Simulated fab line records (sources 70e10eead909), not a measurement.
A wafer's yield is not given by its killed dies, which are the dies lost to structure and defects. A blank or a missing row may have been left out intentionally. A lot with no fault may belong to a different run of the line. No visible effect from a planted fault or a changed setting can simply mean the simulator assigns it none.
Which tool was responsible? / flow nand-harc / 12 lots, 36 wafers sampled, at 4 steps of a route of 1302

## WHAT THE GAUGES SHOWED, per wafer
NHARC_A_SGD_CUT_OVL_MEAS_10.
lot=L920; measured=day 20 02:41; on=overlay-01; overlay-x-nm (nm)=0.9 1.0 0.8; overlay-y-nm (nm)=-1.3 -0.8 -1.1
lot=L923; measured=day 21 09:12; on=overlay-02; overlay-x-nm (nm)=-0.8 0.0 -0.4; overlay-y-nm (nm)=1.3 1.1 1.1
lot=L924; measured=day 22 12:20; on=overlay-02; overlay-x-nm (nm)=0.4 0.7 0.7; overlay-y-nm (nm)=0.4 0.1 0.5
lot=L929; measured=day 23 09:59; on=overlay-01; overlay-x-nm (nm)=4.5 4.5 4.6; overlay-y-nm (nm)=-0.8 0.1 -0.4
lot=L928; measured=day 23 13:26; on=overlay-01; overlay-x-nm (nm)=5.6 5.7 5.4; overlay-y-nm (nm)=1.0 1.0 0.9
lot=L931; measured=day 24 07:55; on=overlay-01; overlay-x-nm (nm)=3.9 4.1 4.3; overlay-y-nm (nm)=-0.3 0.9 -0.2
lot=L933; measured=day 24 22:54; on=overlay-02; overlay-x-nm (nm)=0.1 -0.2 -0.1; overlay-y-nm (nm)=-1.3 -0.5 -0.8
lot=L935; measured=day 26 04:37; on=overlay-02; overlay-x-nm (nm)=0.0 0.5 0.0; overlay-y-nm (nm)=-0.3 -0.1 -0.1
lot=L936; measured=day 27 01:53; on=overlay-02; overlay-x-nm (nm)=0.2 -0.1 -1.1; overlay-y-nm (nm)=0.6 -0.2 0.2
lot=L937; measured=day 27 00:50; on=overlay-02; overlay-x-nm (nm)=-1.6 -2.2 -1.3; overlay-y-nm (nm)=-0.6 -0.2 0.0
lot=L939; measured=day 28 05:08; on=overlay-01; overlay-x-nm (nm)=0.4 -0.2 -0.3; overlay-y-nm (nm)=0.8 0.4 0.5
lot=L940; measured=day 28 04:29; on=overlay-02; overlay-x-nm (nm)=-1.5 -1.7 -1.5; overlay-y-nm (nm)=0.2 0.4 0.9

## TOOL THAT RAN EACH LOT (tool first, then ch and the chambers of the sampled wafers, then the start)
lot=L920; NHARC_A_STAIRCASE_DESCUM_443=rie-diel-13 ch 0,2,3, day 19 18:09; NHARC_A_STAIRCASE_CMP_472=cmp-04 ch 0,1,3, day 20 01:32; NHARC_A_SGD_CUT_EXPOSE_06=arfi-scanner-02 ch 0, day 20 02:27
lot=L923; NHARC_A_STAIRCASE_DESCUM_443=rie-diel-02 ch 0,2, day 21 00:05; NHARC_A_STAIRCASE_CMP_472=cmp-03 ch 0,1,3, day 21 08:10; NHARC_A_SGD_CUT_EXPOSE_06=arfi-scanner-02 ch 0, day 21 08:59
lot=L924; NHARC_A_STAIRCASE_DESCUM_443=rie-diel-13 ch 1,2, day 22 04:16; NHARC_A_STAIRCASE_CMP_472=cmp-04 ch 0,2,3, day 22 11:02; NHARC_A_SGD_CUT_EXPOSE_06=arfi-scanner-01 ch 0, day 22 12:06
lot=L929; NHARC_A_STAIRCASE_DESCUM_443=rie-diel-13 ch 0,1,2, day 23 01:59; NHARC_A_STAIRCASE_CMP_472=cmp-04 ch 1,2, day 23 08:45; NHARC_A_SGD_CUT_EXPOSE_06=arfi-scanner-02 ch 0, day 23 09:46
lot=L928; NHARC_A_STAIRCASE_DESCUM_443=rie-diel-02 ch 1,2, day 23 02:08; NHARC_A_STAIRCASE_CMP_472=cmp-04 ch 0,1,2, day 23 12:24; NHARC_A_SGD_CUT_EXPOSE_06=arfi-scanner-02 ch 0, day 23 13:13
lot=L931; NHARC_A_STAIRCASE_DESCUM_443=rie-diel-13 ch 2,3, day 23 21:00; NHARC_A_STAIRCASE_CMP_472=cmp-04 ch 0,3, day 24 06:42; NHARC_A_SGD_CUT_EXPOSE_06=arfi-scanner-02 ch 0, day 24 07:40
lot=L933; NHARC_A_STAIRCASE_DESCUM_443=rie-diel-04 ch 0,1,3, day 24 14:53; NHARC_A_STAIRCASE_CMP_472=cmp-04 ch 0,3, day 24 21:43; NHARC_A_SGD_CUT_EXPOSE_06=arfi-scanner-03 ch 0, day 24 22:41
lot=L935; NHARC_A_STAIRCASE_DESCUM_443=rie-diel-13 ch 0,1,3, day 25 20:41; NHARC_A_STAIRCASE_CMP_472=cmp-03 ch 0,1,2, day 26 03:31; NHARC_A_SGD_CUT_EXPOSE_06=arfi-scanner-03 ch 0, day 26 04:23
lot=L936; NHARC_A_STAIRCASE_DESCUM_443=rie-diel-02 ch 0,1, day 26 16:55; NHARC_A_STAIRCASE_CMP_472=cmp-04 ch 0,1,3, day 27 00:40; NHARC_A_SGD_CUT_EXPOSE_06=arfi-scanner-03 ch 0, day 27 01:40
lot=L937; NHARC_A_STAIRCASE_DESCUM_443=rie-diel-13 ch 1,2,3, day 26 16:59; NHARC_A_STAIRCASE_CMP_472=cmp-02 ch 0,1,3, day 26 23:44; NHARC_A_SGD_CUT_EXPOSE_06=arfi-scanner-03 ch 0, day 27 00:37
lot=L939; NHARC_A_STAIRCASE_DESCUM_443=rie-diel-02 ch 1,3, day 27 20:24; NHARC_A_STAIRCASE_CMP_472=cmp-04 ch 0,1,2, day 28 04:05; NHARC_A_SGD_CUT_EXPOSE_06=arfi-scanner-03 ch 0, day 28 04:55
lot=L940; NHARC_A_STAIRCASE_DESCUM_443=rie-diel-13 ch 0,1,2, day 27 20:34; NHARC_A_STAIRCASE_CMP_472=cmp-02 ch 0,2, day 28 03:16; NHARC_A_SGD_CUT_EXPOSE_06=arfi-scanner-03 ch 0, day 28 04:15
- NHARC_A_STAIRCASE_DESCUM_443: chemistry O2, time 3 s.
- NHARC_A_STAIRCASE_CMP_472: polishes SiO2.
- NHARC_A_SGD_CUT_EXPOSE_06: exposes mask SGD.

## WHAT THE TOOLS THEMSELVES READ (means of the sampled wafers that have a number; where no wafer has one, the mark that the record gives instead)
NHARC_A_STAIRCASE_DESCUM_443.
lot=L920; tool=rie-diel-13; drypump-motor-current-A (A)=5.6; oes-product-au (a.u.)=1.001; rf-vpp-V (V)=58.7; showerhead-plenum-p-Torr (Torr)=1.93; throttle-valve-pct (%)=11.316
lot=L923; tool=rie-diel-02; drypump-motor-current-A (A)=5.7; oes-product-au (a.u.)=0.992; rf-vpp-V (V)=57.6; showerhead-plenum-p-Torr (Torr)=1.91; throttle-valve-pct (%)=11.315
lot=L924; tool=rie-diel-13; drypump-motor-current-A (A)=6.1; oes-product-au (a.u.)=0.998; rf-vpp-V (V)=58.6; showerhead-plenum-p-Torr (Torr)=1.95; throttle-valve-pct (%)=11.313
lot=L929; tool=rie-diel-13; drypump-motor-current-A (A)=5.8; oes-product-au (a.u.)=1.003; rf-vpp-V (V)=58.0; showerhead-plenum-p-Torr (Torr)=1.97; throttle-valve-pct (%)=11.315
lot=L928; tool=rie-diel-02; drypump-motor-current-A (A)=5.6; oes-product-au (a.u.)=0.982; rf-vpp-V (V)=58.6; showerhead-plenum-p-Torr (Torr)=2.00; throttle-valve-pct (%)=11.314
lot=L931; tool=rie-diel-13; drypump-motor-current-A (A)=5.7; oes-product-au (a.u.)=1.009; rf-vpp-V (V)=57.8; showerhead-plenum-p-Torr (Torr)=1.90; throttle-valve-pct (%)=11.315
lot=L933; tool=rie-diel-04; drypump-motor-current-A (A)=5.6; oes-product-au (a.u.)=1.006; rf-vpp-V (V)=58.5; showerhead-plenum-p-Torr (Torr)=2.03; throttle-valve-pct (%)=11.314
lot=L935; tool=rie-diel-13; drypump-motor-current-A (A)=5.6; oes-product-au (a.u.)=1.000; rf-vpp-V (V)=57.5; showerhead-plenum-p-Torr (Torr)=1.97; throttle-valve-pct (%)=11.303
lot=L936; tool=rie-diel-02; drypump-motor-current-A (A)=5.9; oes-product-au (a.u.)=0.996; rf-vpp-V (V)=57.9; showerhead-plenum-p-Torr (Torr)=2.02; throttle-valve-pct (%)=11.305
lot=L937; tool=rie-diel-13; drypump-motor-current-A (A)=5.8; oes-product-au (a.u.)=0.999; rf-vpp-V (V)=58.9; showerhead-plenum-p-Torr (Torr)=1.95; throttle-valve-pct (%)=11.306
lot=L939; tool=rie-diel-02; drypump-motor-current-A (A)=5.3; oes-product-au (a.u.)=0.994; rf-vpp-V (V)=57.5; showerhead-plenum-p-Torr (Torr)=1.93; throttle-valve-pct (%)=11.319
lot=L940; tool=rie-diel-13; drypump-motor-current-A (A)=5.9; oes-product-au (a.u.)=1.004; rf-vpp-V (V)=58.4; showerhead-plenum-p-Torr (Torr)=1.95; throttle-valve-pct (%)=11.306

NHARC_A_STAIRCASE_CMP_472.
lot=L920; tool=cmp-04; motor-current-A (A)=11.8; slurry-filter-dp-kPa (kPa)=13.52
lot=L923; tool=cmp-03; motor-current-A (A)=10.7; slurry-filter-dp-kPa (kPa)=13.47
lot=L924; tool=cmp-04; motor-current-A (A)=11.1; slurry-filter-dp-kPa (kPa)=13.43
lot=L929; tool=cmp-04; motor-current-A (A)=11.3; slurry-filter-dp-kPa (kPa)=13.50
lot=L928; tool=cmp-04; motor-current-A (A)=11.5; slurry-filter-dp-kPa (kPa)=13.54
lot=L931; tool=cmp-04; motor-current-A (A)=11.7; slurry-filter-dp-kPa (kPa)=13.66
lot=L933; tool=cmp-04; motor-current-A (A)=11.7; slurry-filter-dp-kPa (kPa)=13.50
lot=L935; tool=cmp-03; motor-current-A (A)=11.0; slurry-filter-dp-kPa (kPa)=13.55
lot=L936; tool=cmp-04; motor-current-A (A)=11.8; slurry-filter-dp-kPa (kPa)=13.46
lot=L937; tool=cmp-02; motor-current-A (A)=11.6; slurry-filter-dp-kPa (kPa)=13.60
lot=L939; tool=cmp-04; motor-current-A (A)=11.6; slurry-filter-dp-kPa (kPa)=13.53
lot=L940; tool=cmp-02; motor-current-A (A)=11.9; slurry-filter-dp-kPa (kPa)=13.56

## THE ANSWER, worked out from the rows above alone
Rule: what is usual is taken from the lots themselves. Put in order of their means at a reading, lots are off if they are a third of the lots or fewer, leave a main group of 4 or more, and stand apart from it by a gap of 3 or more times the standard deviation of the main group's means; of several such gaps the widest counts. The tables above print the reading to a certain number of digits; a main group whose means all agree to those digits is not used. A lot without any number at a reading at which 4 lots or more have one is off too. The other lots that the step has rows for count as sound. After the gauges, taken in route order, come the tools' own readings; for these a lot's mean is taken, as printed above. At the first step where some lot is off, the reading lying furthest off is the one used; lots without a number count as furthest.
Off, at NHARC_A_SGD_CUT_OVL_MEAS_10 on overlay-x-nm: L929, L928, L931. The main group has a mean of -0.3 nm with a standard deviation of 0.83.
If a tool, at a process step before that reading, ran all the lots that are off and no sound lot after the first of them, it fits. Those tools and the gauges at NHARC_A_SGD_CUT_OVL_MEAS_10 are tried in the same way. One fits: arfi-scanner-02 at NHARC_A_SGD_CUT_EXPOSE_06. A fault onset in the window from L923 (day 21 08:59, its last sound lot) to L929 (day 23 09:46, its first lot off) fits.

## WHAT HAD BEEN PUT IN BY THE SIMULATOR
Scanner matching overlay: arfi-scanner-02, from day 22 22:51 on, at NHARC_A_SGD_CUT_EXPOSE_06. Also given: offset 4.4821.
Lots struck among those shown: L929, L928, L931. The rule above found the same.
